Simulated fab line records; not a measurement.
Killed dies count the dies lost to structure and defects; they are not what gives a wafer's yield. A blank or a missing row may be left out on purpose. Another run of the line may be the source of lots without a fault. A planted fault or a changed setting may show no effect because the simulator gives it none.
fab line records	flow n5Finfet
record lots=24	wafers=72	lastDay=19
route steps=1938 shown BEOL_M5@1154 BEOL_M6@1198
lots that met no fault: taken from a fault-free run of the same line
startH: hours from the record's first day to the start of the lot's first wafer shown	waitH: time in hours since the lot's previous step	" same as the row above	L1.1+2: one row covering several wafers at once	- no value, or no start given	* or withheld: withheld	< > ~ a bound
route shown NAME@n: a module of which the file shows steps, and the number in the route of the first	usual: mean/standard deviation of fault-free wafers	same: alike in all rows	chamber/n: place in a boat	sites: per-site readings	_std_site: the values' standard deviation	_edge_site: inner sites' mean taken away from outer sites' mean	radiusMm: how far each site lies from the wafer's centre	mask NAME#n: copy n	behind: the tool/chamber that last shaped the wafer	hold: why the lot went on hold/how many hours it stayed there/how the hold came to an end	device: names the non-switching transistor (n, p or np)	end of line: tests of these same wafers at the route's end	for a step that has no rows: nothing shown but its recipe	killed: count of dies lost to structure and defects at first sort (not the wafer's yield)	map: the dies of a wafer, with x for killed, . for not killed, _ for no die there
set.NAME: the run value of the setting; set.NAME@STEP: its run value at that earlier step	model.NAME: the simulator's own value behind a step, which no gauge read
the route's steps for a sample of lots (tables are steps, rows are wafers)
services: the hour from which a tool's chamber was out of use, counted from the record's first day as startH (under 0 if before that day), plus the number of hours and why
## steps
# step N5_BEOL_M5_ETCH_68
# recipe chemistry=N2/H2	target=SOC	targetDepthA=800	overetchA=160	maskMaterial=SiARC	tempC=40	timeS=120	ionEnergyEv=200	pressureMtorr=30	sourceW=840	biasW=150	n2FlowSccm=200	h2FlowSccm=200
# usual drypumpMotorCurrentA=5.5/0.51	h2FlowSccm=200.0/0.58	oesProductAu=0.61/0.055	rfFwdPowerW=835.4/2.6	rfVppV=524.2/1.9	showerheadPlenumPTorr=2.55/0.06	throttleValvePct=17.85/0.21
lot.wafer	tool	chamber	startH	waitH	drypumpMotorCurrentA	h2FlowSccm	oesProductAu	rfFwdPowerW	rfHoursCounterH	rfVppV	showerheadPlenumPTorr	throttleValvePct
L074.1	rieDiel-06	1	170.56	0.0	5.5	199.8	0.57	839.8	171	527.3	2.64	18.01
L074.2	"	0	"	"	4.9	199.6	0.53	835.4	228	524.5	2.52	17.64
L074.3	"	3	"	"	6.3	200.0	0.74	838.6	1	521.6	2.52	17.76
L075.1	rieDiel-04	0	179.21	0.0	5.1	199.3	0.60	833.8	92	524.3	2.56	17.70
L075.2	"	2	"	"	5.0	200.6	0.66	835.1	70	521.6	2.46	17.84
L075.5	"	2	"	"	5.0	200.5	0.65	836.8	-	521.8	2.46	17.84
L076.1	rieDiel-04	0	184.45	0.0	5.1	199.7	0.61	829.7	93	524.7	2.56	17.70
L076.2	"	3	"	"	5.3	201.4	0.64	831.7	51	525.6	2.58	17.71
L076.5	"	3	"	"	5.3	199.6	0.64	834.6	-	524.7	2.58	17.70
L077.1	rieDiel-06	2	184.62	0.0	5.8	200.0	0.58	834.4	162	522.9	2.53	18.13
L077.2	"	0	"	"	4.9	199.4	0.53	834.6	231	524.2	2.52	17.65
L077.5	"	0	"	"	4.9	199.6	0.54	835.5	-	522.6	2.52	17.65
L078.1	rieDiel-02	0	196.20	0.0	5.3	200.7	0.54	830.1	209	523.1	2.52	18.25
L078.3	"	2	"	"	6.3	200.0	0.73	837.6	10	524.8	2.60	17.70
L078.6	"	2	"	"	6.4	200.1	0.72	837.6	-	525.7	2.60	17.70
L079.2	rieDiel-04	3	200.57	0.0	5.3	200.5	0.64	835.1	57	524.9	2.58	17.72
L079.3	"	0	"	"	5.1	200.2	0.61	833.9	97	523.8	2.56	17.70
L079.6	"	1	"	"	6.1	199.8	0.58	834.6	-	527.2	2.64	17.83
L080.1	rieDiel-04	3	208.80	0.0	5.3	200.4	0.63	837.5	60	525.3	2.58	17.69
L080.2	"	2	"	"	5.0	198.5	0.65	836.0	80	521.7	2.45	17.86
L080.6	"	1	"	"	6.1	199.8	0.58	838.8	-	525.9	2.64	17.84
L081.2	rieDiel-06	3	214.56	0.0	6.3	200.0	0.69	837.0	14	522.9	2.51	17.79
L081.5	"	1	"	"	5.5	200.2	0.57	835.1	-	527.8	2.63	18.02
L081.6	"	0	"	"	4.9	199.9	0.52	833.7	-	521.2	2.51	17.66
L082.1	rieDiel-04	2	215.36	0.0	5.0	198.7	0.64	833.7	83	522.7	2.45	17.85
L082.2	"	3	"	"	5.3	199.7	0.63	834.7	62	526.3	2.58	17.72
L082.5	"	2	"	"	5.0	199.6	0.64	832.9	-	522.3	2.45	17.85
L083.1	rieDiel-02	0	221.26	0.0	5.3	200.5	0.55	836.7	216	523.6	2.52	18.25
L083.4	"	2	"	"	6.4	198.8	0.70	832.7	19	525.6	2.60	17.68
L083.6	"	0	"	"	5.3	200.2	0.54	835.1	-	521.6	2.52	18.23
L085.2	rieDiel-04	3	224.50	0.0	5.3	199.4	0.63	833.3	66	524.2	2.58	17.72
L085.4	"	2	"	"	5.0	200.2	0.64	837.6	86	522.6	2.45	17.89
L085.5	"	1	"	"	6.1	198.9	0.57	836.0	-	526.9	2.64	17.84
L084.4	rieDiel-06	1	226.46	0.0	5.5	199.3	0.56	834.4	187	526.0	2.63	18.03
L084.5	"	0	"	"	4.9	200.7	0.52	838.4	-	523.3	2.51	17.66
L084.6	"	3	"	"	6.3	199.6	0.69	838.7	-	523.1	2.51	17.80
L086.1	rieDiel-02	3	250.23	0.0	5.0	199.6	0.57	830.4	190	527.3	2.65	17.82
L086.2	"	1	"	"	5.8	200.2	0.58	835.9	163	524.2	2.55	17.91
L086.6	"	2	"	"	6.4	199.6	0.69	835.7	-	524.9	2.59	17.71
L089.1	rieDiel-04	0	253.06	0.0	5.1	200.2	0.59	834.1	115	523.7	2.55	17.72
L089.5	"	0	"	"	5.1	199.6	0.59	833.6	-	524.7	2.55	17.73
L089.6	"	3	"	"	5.3	201.0	0.62	830.4	-	524.3	2.57	17.75
L087.4	rieDiel-02	1	256.44	0.0	5.7	200.2	0.59	832.2	164	523.6	2.55	17.89
L087.5	"	3	"	"	5.0	200.3	0.56	838.1	-	527.0	2.65	17.83
L087.6	"	2	"	"	6.4	199.9	0.68	838.2	-	525.7	2.59	17.71
L088.1	rieDiel-06	3	272.00	0.0	6.3	198.8	0.67	839.5	33	521.3	2.50	17.81
L088.3	"	2	"	"	5.8	201.5	0.57	835.4	191	522.6	2.52	18.20
L088.5	"	2	"	"	5.8	201.3	0.56	835.3	-	523.2	2.52	18.19
L091.2	rieDiel-06	1	273.82	0.0	5.5	199.8	0.55	838.3	203	524.4	2.62	18.07
L091.3	"	3	"	"	6.3	201.3	0.66	834.5	34	523.2	2.50	17.82
L091.4	"	2	"	"	5.8	199.6	0.57	830.7	191	522.4	2.52	18.19
L090.1	rieDiel-06	3	291.13	0.0	6.3	199.6	0.65	835.4	38	523.5	2.50	17.84
L090.2	"	1	"	"	5.5	200.0	0.55	835.1	209	526.1	2.62	18.07
L090.5	"	0	"	"	4.9	200.3	0.70	835.2	-	522.6	2.51	17.28
L092.1	rieDiel-06	2	299.43	0.0	5.8	200.3	0.56	831.1	199	523.4	2.52	18.21
L092.2	"	0	"	"	4.9	199.9	0.70	838.6	12	523.9	2.51	17.28
L092.6	"	3	"	"	6.3	200.8	0.65	836.3	-	523.4	2.50	17.82
L093.3	rieDiel-02	1	317.57	0.0	5.7	200.7	0.57	838.3	181	522.9	2.54	17.93
L093.5	"	2	"	"	6.4	198.9	0.67	837.0	-	525.5	2.58	17.75
L093.6	"	1	"	"	5.7	200.3	0.58	840.9	-	525.1	2.54	17.95
L096.2	rieDiel-06	1	324.09	0.0	5.5	200.2	0.55	832.1	214	527.1	2.62	18.08
L096.5	"	1	"	"	5.5	200.3	0.55	839.1	-	525.9	2.62	18.08
L096.6	"	2	"	"	5.8	199.3	0.55	834.7	-	522.1	2.52	18.21
L094.1	rieDiel-04	1	324.37	0.0	6.2	200.1	0.55	835.7	210	526.2	2.63	17.90
L094.4	"	0	"	"	5.1	199.8	0.57	832.4	134	525.4	2.54	17.77
L094.5	"	0	"	"	5.1	199.8	0.58	836.5	-	522.4	2.54	17.78
L097.1	rieDiel-06	3	338.85	0.0	6.3	199.8	0.65	838.4	50	522.3	2.50	17.85
L097.3	"	2	"	"	5.8	200.0	0.56	832.0	208	523.7	2.51	18.20
L097.6	"	1	"	"	5.6	200.7	0.55	834.5	-	524.3	2.62	18.06
L095.2	rieDiel-04	2	348.79	0.0	5.0	201.1	0.61	837.5	123	520.5	2.44	17.93
L095.3	"	3	"	"	5.3	200.1	0.60	833.4	100	524.5	2.56	17.77
L095.6	"	2	"	"	5.0	200.0	0.62	833.6	-	520.8	2.44	17.93
# step N5_BEOL_M5_PRE_CLEAN_45
# recipe gas=H2/He	timeS=30	tempC=250
# usual heaterPowerW=333/27
lot.wafer	tool	chamber	startH	waitH	heaterPowerW
L074.1	pvdSputter-03	-	171.46	0.0	310
L074.2	"	-	"	"	393
L074.3	"	-	"	"	375
L075.1	pvdSputter-03	-	180.11	0.0	348
L075.2	"	-	"	"	368
L075.5	"	-	"	"	377
L076.1	pvdSputter-03	-	185.34	0.0	373
L076.2	"	-	"	"	396
L076.5	"	-	"	"	400
L077.1	pvdSputter-02	-	185.53	0.0	371
L077.2	"	-	"	"	311
L077.5	"	-	"	"	359
L078.1	pvdSputter-02	-	197.33	0.0	324
L078.3	"	-	"	"	316
L078.6	"	-	"	"	314
L079.2	pvdSputter-02	-	201.54	0.0	356
L079.3	"	-	"	"	314
L079.6	"	-	"	"	325
L080.1	pvdSputter-03	-	209.75	0.0	387
L080.2	"	-	"	"	308
L080.6	"	-	"	"	310
L081.2	pvdSputter-01	-	216.03	0.0	339
L081.5	"	-	"	"	333
L081.6	"	-	"	"	328
L082.1	pvdSputter-02	-	216.29	0.0	359
L082.2	"	-	"	"	323
L082.5	"	-	"	"	317
L083.1	pvdSputter-03	-	222.22	0.0	382
L083.4	"	-	"	"	393
L083.6	"	-	"	"	371
L085.2	pvdSputter-03	-	225.88	0.0	377
L085.4	"	-	"	"	357
L085.5	"	-	"	"	340
L084.4	pvdSputter-01	-	227.61	0.0	316
L084.5	"	-	"	"	310
L084.6	"	-	"	"	324
L086.1	pvdSputter-02	-	251.19	0.0	317
L086.2	"	-	"	"	359
L086.6	"	-	"	"	319
L089.1	pvdSputter-02	-	254.88	0.0	313
L089.5	"	-	"	"	312
L089.6	"	-	"	"	310
L087.4	pvdSputter-02	-	259.11	0.0	358
L087.5	"	-	"	"	320
L087.6	"	-	"	"	304
L088.1	pvdSputter-01	-	273.01	0.0	328
L088.3	"	-	"	"	317
L088.5	"	-	"	"	331
L091.2	pvdSputter-03	-	274.71	0.0	308
L091.3	"	-	"	"	385
L091.4	"	-	"	"	396
L090.1	pvdSputter-01	-	293.84	0.0	308
L090.2	"	-	"	"	321
L090.5	"	-	"	"	333
L092.1	pvdSputter-02	-	301.88	0.0	355
L092.2	"	-	"	"	307
L092.6	"	-	"	"	322
L093.3	pvdSputter-03	-	318.86	0.0	393
L093.5	"	-	"	"	313
L093.6	"	-	"	"	375
L096.2	pvdSputter-01	-	325.02	0.0	323
L096.5	"	-	"	"	309
L096.6	"	-	"	"	311
L094.1	pvdSputter-01	-	325.27	0.0	302
L094.4	"	-	"	"	316
L094.5	"	-	"	"	321
L097.1	pvdSputter-02	-	339.76	0.0	314
L097.3	"	-	"	"	314
L097.6	"	-	"	"	307
L095.2	pvdSputter-01	-	350.15	0.0	324
L095.3	"	-	"	"	311
L095.6	"	-	"	"	317
# step N5_BEOL_M5_ANNEAL_84
# recipe tempC=400	timeS=1800	ambient=vacuum
# usual heaterPowerW=840/74
lot.wafer	tool	chamber	startH	waitH	heaterPowerW
L074.1	pvdSputter-02	-	174.27	0.0	793
L074.2	"	-	"	"	794
L074.3	"	-	"	"	793
L075.1	pvdSputter-03	-	182.87	0.0	760
L075.2	"	-	"	"	855
L075.5	"	-	"	"	947
L076.1	pvdSputter-01	-	188.10	0.0	805
L076.2	"	-	"	"	823
L076.5	"	-	"	"	786
L077.1	pvdSputter-03	-	188.29	0.0	782
L077.2	"	-	"	"	859
L077.5	"	-	"	"	943
L078.1	pvdSputter-01	-	200.14	0.0	812
L078.3	"	-	"	"	829
L078.6	"	-	"	"	795
L079.2	pvdSputter-01	-	204.57	0.0	792
L079.3	"	-	"	"	776
L079.6	"	-	"	"	781
L080.1	pvdSputter-02	-	212.71	0.0	809
L080.2	"	-	"	"	794
L080.6	"	-	"	"	816
L081.2	pvdSputter-02	-	218.86	0.0	897
L081.5	"	-	"	"	790
L081.6	"	-	"	"	790
L082.1	pvdSputter-03	-	219.13	0.0	1015
L082.2	"	-	"	"	940
L082.5	"	-	"	"	955
L083.1	pvdSputter-02	-	225.21	0.0	776
L083.4	"	-	"	"	796
L083.6	"	-	"	"	888
L085.2	pvdSputter-03	-	228.91	0.0	784
L085.4	"	-	"	"	992
L085.5	"	-	"	"	991
L084.4	pvdSputter-02	-	230.63	0.0	779
L084.5	"	-	"	"	897
L084.6	"	-	"	"	775
L086.1	pvdSputter-01	-	254.00	0.0	792
L086.2	"	-	"	"	834
L086.6	"	-	"	"	802
L089.1	pvdSputter-03	-	258.25	0.0	769
L089.5	"	-	"	"	767
L089.6	"	-	"	"	886
L087.4	pvdSputter-02	-	261.91	0.0	874
L087.5	"	-	"	"	816
L087.6	"	-	"	"	904
L088.1	pvdSputter-01	-	275.88	0.0	836
L088.3	"	-	"	"	781
L088.5	"	-	"	"	826
L091.2	pvdSputter-03	-	277.59	0.0	945
L091.3	"	-	"	"	994
L091.4	"	-	"	"	859
L090.1	pvdSputter-03	-	296.71	0.0	873
L090.2	"	-	"	"	939
L090.5	"	-	"	"	871
L092.1	pvdSputter-01	-	304.67	0.0	772
L092.2	"	-	"	"	808
L092.6	"	-	"	"	849
L093.3	pvdSputter-02	-	327.71	0.0	788
L093.5	"	-	"	"	764
L093.6	"	-	"	"	787
L096.2	pvdSputter-03	-	327.87	0.0	776
L096.5	"	-	"	"	784
L096.6	"	-	"	"	953
L094.1	pvdSputter-01	-	328.02	0.0	761
L094.4	"	-	"	"	785
L094.5	"	-	"	"	788
L097.1	pvdSputter-03	-	343.20	0.0	875
L097.3	"	-	"	"	773
L097.6	"	-	"	"	748
L095.2	pvdSputter-02	-	353.40	0.0	793
L095.3	"	-	"	"	797
L095.6	"	-	"	"	807
# step N5_BEOL_M5_PRE_CLEAN_77
# recipe gas=NH3/H2	timeS=15	tempC=*	rfPowerW=300
# usual heaterPowerW=81/4.5	rfFwdPowerW=295.9/1.7
lot.wafer	tool	chamber	startH	waitH	heaterPowerW	rfFwdPowerW
L074.1	cvdCo-02	1	180.49	0.0	83	297.9
L074.2	"	2	"	"	76	295.9
L074.3	"	0	"	"	84	294.8
L075.1	cvdCo-02	0	186.31	0.0	81	293.7
L075.2	"	2	"	"	75	294.1
L075.5	"	2	"	"	78	293.3
L076.1	cvdCo-01	1	191.02	0.0	78	297.5
L076.2	"	0	"	"	90	297.1
L076.5	"	2	"	"	78	295.9
L077.1	cvdCo-02	2	191.21	0.0	76	294.2
L077.2	"	0	"	"	84	296.0
L077.5	"	1	"	"	82	297.3
L078.1	cvdCo-02	2	203.81	0.0	77	296.1
L078.3	"	1	"	"	81	297.8
L078.6	"	0	"	"	84	292.9
L079.2	cvdCo-02	2	207.50	0.0	77	293.5
L079.3	"	0	"	"	85	293.3
L079.6	"	2	"	"	76	294.4
L080.1	cvdCo-01	1	215.78	0.0	79	298.3
L080.2	"	2	"	"	77	295.3
L080.6	"	0	"	"	89	296.9
L081.2	cvdCo-02	2	221.79	0.0	78	294.2
L081.5	"	0	"	"	83	294.7
L081.6	"	2	"	"	78	294.6
L082.1	cvdCo-01	1	222.05	0.0	79	299.2
L082.2	"	0	"	"	89	296.7
L082.5	"	1	"	"	78	298.7
L083.1	cvdCo-01	2	228.51	0.0	79	296.8
L083.4	"	2	"	"	78	295.5
L083.6	"	0	"	"	91	297.0
L085.2	cvdCo-02	0	231.84	0.0	85	292.5
L085.4	"	1	"	"	80	296.2
L085.5	"	0	"	"	83	294.3
L084.4	cvdCo-02	1	233.73	0.1	81	297.7
L084.5	"	2	"	"	77	294.5
L084.6	"	0	"	"	83	294.7
L086.1	cvdCo-02	1	257.02	0.0	79	297.1
L086.2	"	2	"	"	78	293.9
L086.6	"	0	"	"	85	293.5
L089.1	cvdCo-01	1	261.17	0.0	78	297.6
L089.5	"	2	"	"	78	295.9
L089.6	"	1	"	"	78	297.3
L087.4	cvdCo-01	0	264.85	0.1	90	296.7
L087.5	"	2	"	"	78	295.8
L087.6	"	1	"	"	78	298.4
L088.1	cvdCo-02	0	278.81	0.0	85	294.9
L088.3	"	2	"	"	75	293.9
L088.5	"	1	"	"	83	295.2
L091.2	cvdCo-01	2	280.51	0.0	80	295.7
L091.3	"	1	"	"	80	299.0
L091.4	"	1	"	"	79	298.0
L090.1	cvdCo-01	0	299.65	0.0	88	297.1
L090.2	"	2	"	"	79	294.9
L090.5	"	0	"	"	89	296.6
L092.1	cvdCo-01	0	307.78	0.1	90	296.0
L092.2	"	2	"	"	78	296.1
L092.6	"	2	"	"	81	294.5
L093.3	cvdCo-01	0	330.63	0.0	91	296.0
L093.5	"	2	"	"	78	294.0
L093.6	"	0	"	"	90	296.0
L096.2	cvdCo-02	2	330.79	0.0	75	293.6
L096.5	"	2	"	"	78	293.0
L096.6	"	1	"	"	78	295.5
L094.1	cvdCo-02	2	330.95	0.0	77	295.0
L094.4	"	0	"	"	87	294.2
L094.5	"	1	"	"	81	296.6
L097.1	cvdCo-01	2	346.16	0.1	79	295.8
L097.3	"	1	"	"	82	299.1
L097.6	"	1	"	"	78	299.9
L095.2	cvdCo-01	2	356.32	0.0	78	294.3
L095.3	"	1	"	"	80	298.6
L095.6	"	0	"	"	87	297.1
# step N5_BEOL_M5_INSPECT_58
# recipe inspectInstrument=darkfield	mode=postDep
# usual rawDefectCount=77/25
lot.wafer	tool	chamber	startH	waitH	rawDefectCount
L074.1	defectInspect-01	-	180.77	0.0	92
L074.2	"	-	"	"	43
L074.3	"	-	"	"	63
L075.1	defectInspect-02	-	186.56	0.0	74
L075.2	"	-	"	"	115
L075.5	"	-	"	"	123
L076.1	defectInspect-02	-	191.27	0.0	71
L076.2	"	-	"	"	55
L076.5	"	-	"	"	90
L077.1	defectInspect-02	-	191.46	0.0	57
L077.2	"	-	"	"	78
L077.5	"	-	"	"	103
L078.1	defectInspect-02	-	204.06	0.0	70
L078.3	"	-	"	"	42
L078.6	"	-	"	"	71
L079.2	defectInspect-01	-	207.75	0.0	69
L079.3	"	-	"	"	58
L079.6	"	-	"	"	110
L080.1	defectInspect-01	-	216.06	0.0	61
L080.2	"	-	"	"	66
L080.6	"	-	"	"	111
L081.2	defectInspect-02	-	222.07	0.0	57
L081.5	"	-	"	"	24
L081.6	"	-	"	"	37
L082.1	defectInspect-01	-	222.30	0.0	57
L082.2	"	-	"	"	47
L082.5	"	-	"	"	48
L083.1	defectInspect-02	-	228.79	0.0	100
L083.4	"	-	"	"	120
L083.6	"	-	"	"	88
L085.2	defectInspect-01	-	232.09	0.0	52
L085.4	"	-	"	"	63
L085.5	"	-	"	"	73
L084.4	defectInspect-02	-	233.99	0.0	85
L084.5	"	-	"	"	77
L084.6	"	-	"	"	62
L086.1	defectInspect-01	-	257.27	0.0	91
L086.2	"	-	"	"	61
L086.6	"	-	"	"	106
L089.1	defectInspect-01	-	261.42	0.0	88
L089.5	"	-	"	"	63
L089.6	"	-	"	"	94
L087.4	defectInspect-01	-	265.10	0.0	83
L087.5	"	-	"	"	102
L087.6	"	-	"	"	125
L088.1	defectInspect-01	-	279.06	0.0	69
L088.3	"	-	"	"	68
L088.5	"	-	"	"	57
L091.2	defectInspect-01	-	280.76	0.0	44
L091.3	"	-	"	"	65
L091.4	"	-	"	"	84
L090.1	defectInspect-01	-	299.90	0.0	47
L090.2	"	-	"	"	36
L090.5	"	-	"	"	32
L092.1	defectInspect-02	-	308.03	0.0	98
L092.2	"	-	"	"	102
L092.6	"	-	"	"	113
L093.3	defectInspect-02	-	330.88	0.0	124
L093.5	"	-	"	"	130
L093.6	"	-	"	"	140
L096.2	defectInspect-02	-	331.04	0.0	75
L096.5	"	-	"	"	53
L096.6	"	-	"	"	85
L094.1	defectInspect-01	-	331.20	0.0	66
L094.4	"	-	"	"	130
L094.5	"	-	"	"	115
L097.1	defectInspect-02	-	346.40	0.0	97
L097.3	"	-	"	"	122
L097.6	"	-	"	"	95
L095.2	defectInspect-02	-	356.57	0.0	124
L095.3	"	-	"	"	97
L095.6	"	-	"	"	77
# step N5_BEOL_M6_HM_DEP_02
# recipe material=TiN	targetThkA=200	tempC=25	chamberPressurePa=0.49996
# usual substrateTempC=25.00/0.097	throttleValvePct=30.6/1.2
lot.wafer	tool	chamber	startH	waitH	substrateTempC	throttleValvePct
L074.1	pvdSputter-01	-	182.64	1.2	24.96	31.2
L074.2	"	-	"	"	24.96	31.3
L074.3	"	-	"	"	24.96	32.6
L075.1	pvdSputter-02	-	188.91	1.2	25.01	30.5
L075.2	"	-	"	"	25.10	30.0
L075.5	"	-	"	"	24.87	29.8
L076.1	pvdSputter-01	-	193.71	1.8	24.95	31.0
L076.2	"	-	"	"	25.09	31.4
L076.5	"	-	"	"	25.28	31.2
L077.1	pvdSputter-01	-	193.99	1.8	25.22	31.2
L077.2	"	-	"	"	24.93	32.4
L077.5	"	-	"	"	25.14	30.9
L078.1	pvdSputter-02	-	205.06	0.3	24.96	30.0
L078.3	"	-	"	"	25.02	31.8
L078.6	"	-	"	"	24.91	30.2
L079.2	pvdSputter-03	-	209.61	1.2	25.03	28.8
L079.3	"	-	"	"	24.94	29.3
L079.6	"	-	"	"	25.03	28.6
L080.1	pvdSputter-01	-	216.81	0.1	25.17	31.1
L080.2	"	-	"	"	24.87	32.4
L080.6	"	-	"	"	25.01	32.7
L081.2	pvdSputter-01	-	224.21	1.5	24.82	31.3
L081.5	"	-	"	"	24.91	31.2
L081.6	"	-	"	"	25.11	31.1
L082.1	pvdSputter-03	-	224.32	1.3	24.97	30.3
L082.2	"	-	"	"	24.98	27.5
L082.5	"	-	"	"	25.02	28.6
L083.1	pvdSputter-03	-	231.26	1.3	24.93	27.4
L083.4	"	-	"	"	24.88	29.2
L083.6	"	-	"	"	25.12	28.6
L085.2	pvdSputter-01	-	232.83	0.1	25.02	32.3
L085.4	"	-	"	"	24.95	31.2
L085.5	"	-	"	"	25.02	32.5
L084.4	pvdSputter-03	-	235.22	0.1	24.98	29.2
L084.5	"	-	"	"	24.92	30.5
L084.6	"	-	"	"	25.04	27.3
L086.1	pvdSputter-01	-	259.37	1.0	25.18	31.2
L086.2	"	-	"	"	25.09	32.2
L086.6	"	-	"	"	24.95	31.1
L089.1	pvdSputter-02	-	264.92	2.8	24.89	30.6
L089.5	"	-	"	"	25.04	31.5
L089.6	"	-	"	"	24.94	30.2
L087.4	pvdSputter-02	-	266.04	0.3	24.95	29.9
L087.5	"	-	"	"	24.95	29.9
L087.6	"	-	"	"	24.95	30.4
L088.1	pvdSputter-01	-	279.77	0.0	25.15	31.1
L088.3	"	-	"	"	24.95	31.0
L088.5	"	-	"	"	24.90	31.4
L091.2	pvdSputter-01	-	281.50	0.1	24.96	32.3
L091.3	"	-	"	"	24.83	31.1
L091.4	"	-	"	"	25.10	31.2
L090.1	pvdSputter-02	-	302.00	1.4	25.20	30.0
L090.2	"	-	"	"	24.99	32.0
L090.5	"	-	"	"	25.07	31.9
L092.1	pvdSputter-03	-	310.04	1.3	24.94	28.9
L092.2	"	-	"	"	24.92	27.5
L092.6	"	-	"	"	25.10	28.8
L093.3	pvdSputter-03	-	333.08	1.5	25.03	30.2
L093.5	"	-	"	"	24.97	29.0
L093.6	"	-	"	"	24.91	29.4
L096.2	pvdSputter-03	-	333.18	1.5	24.98	29.5
L096.5	"	-	"	"	24.99	28.8
L096.6	"	-	"	"	24.90	29.5
L094.1	pvdSputter-01	-	333.28	1.4	25.07	32.4
L094.4	"	-	"	"	24.97	30.9
L094.5	"	-	"	"	25.10	31.2
L097.1	pvdSputter-01	-	349.15	2.1	24.92	32.8
L097.3	"	-	"	"	24.98	31.2
L097.6	"	-	"	"	24.89	31.5
L095.2	pvdSputter-02	-	359.23	2.0	25.08	31.7
L095.3	"	-	"	"	25.03	30.5
L095.6	"	-	"	"	25.13	31.5
## services
tool	chamber	startH	hours	kind
cvdCo-02	2	157.27	6.8	repair
cvdCo-01	-	165.04	0.5	repair
rieDiel-06	-	177.84	0.6	repair
rieDiel-04	0	185.19	4.0	repair
rieDiel-06	3	235.37	2.3	repair
rieDiel-06	0	244.91	-	clean
rieDiel-06	0	244.91	-	consumableReplace:focusRing
rieDiel-06	0	244.91	17.9	scheduledDown
rieDiel-06	0	244.91	17.9	ventCycle
pvdSputter-02	-	269.38	29.2	repair
cvdCo-01	-	290.66	4.3	pm
cvdCo-02	-	294.99	6.9	pm
rieDiel-06	1	295.74	3.9	repair
rieDiel-06	1	303.97	8.4	repair
cvdCo-02	-	306.01	1.3	repair
cvdCo-02	1	333.40	-	clean
cvdCo-02	1	333.40	22.0	scheduledDown
cvdCo-02	1	333.40	22.0	ventCycle
cvdCo-01	0	333.47	9.7	repair
cvdCo-02	-	337.74	14.6	pm
rieDiel-06	0	337.93	3.2	repair
rieDiel-04	3	342.35	3.4	repair
rieDiel-02	3	347.28	2.8	repair
pvdSputter-03	-	355.87	6.6	repair
## key
fault none
